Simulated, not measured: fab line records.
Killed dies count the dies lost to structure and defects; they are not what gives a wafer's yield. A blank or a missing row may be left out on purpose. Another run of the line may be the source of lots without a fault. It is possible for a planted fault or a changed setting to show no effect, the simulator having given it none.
Chamber matching ; flow nandHarc ; rieDiel-04 running NHARC_P_M1_DESCUM_14: 4 sister chambers
The step chemistry O2, time 3 s. 4 wafers are shown with their chamber, then 8 later ones without.

== EACH WAFER AND ITS CHAMBER ==
wafer;chamber;drypumpMotorCurrentA (A)
L079.3;2;4.9
L085.6;1;6.4
L084.6;0;6.0
L089.1;3;5.3

== WAFERS WHOSE CHAMBER IS MISSING ==
wafer;drypumpMotorCurrentA (A)
L089.4;6.1
L089.6;4.9
L094.2;6.1
L094.3;4.9
L094.4;6.4
L095.1;4.9
L095.2;5.3
L095.6;4.9

== EACH ONE'S CHAMBER ==
wafer;from the rows above;in truth
L089.4;0;0
L089.6;2;2
L094.2;0;0
L094.3;2;2
L094.4;1;1
L095.1;2;2
L095.2;3;3
L095.6;2;2
8 of 8 placed correctly. Not placeable from these rows: 0. Placed wrongly: 0.
How it was worked out, from the rows above alone: a wafer's distance from a chamber is the root of the sum, over the readings, of the square of ((its reading less the chamber's mean) divided by the reading's scatter). The wafer belongs to the nearest chamber; if the next one is less than 2 further off, it can't be placed. The mean given for a chamber averages the wafers shown for that chamber. The scatter: root of mean squared gap, hidden wafer to nearest shown wafer, with one shown wafer a chamber.
